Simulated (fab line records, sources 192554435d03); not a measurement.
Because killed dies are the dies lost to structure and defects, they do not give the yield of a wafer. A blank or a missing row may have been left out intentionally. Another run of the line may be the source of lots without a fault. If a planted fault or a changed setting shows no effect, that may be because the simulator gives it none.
Chamber matching :: flow n5_finfet :: N5_STI_FIN_REVEAL_STRIP_24 on rie_diel-02: 4 sister chambers
The step strips in N2/H2, time 90 s. 8 wafers are shown with their chamber, then 7 later ones without.

## WAFERS WITH THEIR CHAMBER
wafer: L074.2
chamber: 2
showerhead_plenum_p_Torr (Torr): 3.53
drypump_motor_current_A (A): 6.0

wafer: L077.3
chamber: 2
showerhead_plenum_p_Torr (Torr): 3.52
drypump_motor_current_A (A): 5.9

wafer: L077.6
chamber: 1
showerhead_plenum_p_Torr (Torr): 3.45
drypump_motor_current_A (A): 5.0

wafer: L081.1
chamber: 3
showerhead_plenum_p_Torr (Torr): 3.43
drypump_motor_current_A (A): 5.4

wafer: L081.2
chamber: 0
showerhead_plenum_p_Torr (Torr): 3.26
drypump_motor_current_A (A): 5.7

wafer: L081.5
chamber: 0
showerhead_plenum_p_Torr (Torr): 3.26
drypump_motor_current_A (A): 5.7

wafer: L086.1
chamber: 1
showerhead_plenum_p_Torr (Torr): 3.45
drypump_motor_current_A (A): 5.0

wafer: L086.2
chamber: 3
showerhead_plenum_p_Torr (Torr): 3.42
drypump_motor_current_A (A): 5.4

## WAFERS WHOSE CHAMBER IS MISSING
wafer: L086.4
showerhead_plenum_p_Torr (Torr): 3.52
drypump_motor_current_A (A): 5.9

wafer: L088.2
showerhead_plenum_p_Torr (Torr): 3.25
drypump_motor_current_A (A): 5.7

wafer: L088.5
showerhead_plenum_p_Torr (Torr): 3.25
drypump_motor_current_A (A): 5.7

wafer: L088.6
showerhead_plenum_p_Torr (Torr): 3.44
drypump_motor_current_A (A): 5.0

wafer: L097.4
showerhead_plenum_p_Torr (Torr): 3.24
drypump_motor_current_A (A): 5.7

wafer: L097.5
showerhead_plenum_p_Torr (Torr): 3.51
drypump_motor_current_A (A): 5.9

wafer: L097.6
showerhead_plenum_p_Torr (Torr): 3.44
drypump_motor_current_A (A): 5.0

## EACH ONE'S CHAMBER
wafer: L086.4
from the rows above: 2
in truth: 2

wafer: L088.2
from the rows above: 0
in truth: 0

wafer: L088.5
from the rows above: 0
in truth: 0

wafer: L088.6
from the rows above: 1
in truth: 1

wafer: L097.4
from the rows above: 0
in truth: 0

wafer: L097.5
from the rows above: 2
in truth: 2

wafer: L097.6
from the rows above: 1
in truth: 1
Correctly placed: 7 of 7. From these rows, 0 cannot be placed. Number placed wrongly: 0.
How it was worked out, from the rows above alone: a wafer's distance from a chamber is the root of the sum, over the readings, of the square of ((its reading less the chamber's mean) divided by the reading's scatter). If the next closest chamber is less than 2 further off than the closest, the wafer can't be placed; otherwise it belongs to the closest. The mean given for a chamber averages the wafers shown for that chamber. The scatter: the root of (the sum of the squares of (reading less its chamber's mean) over the shown wafers, divided by (wafers less chambers)).
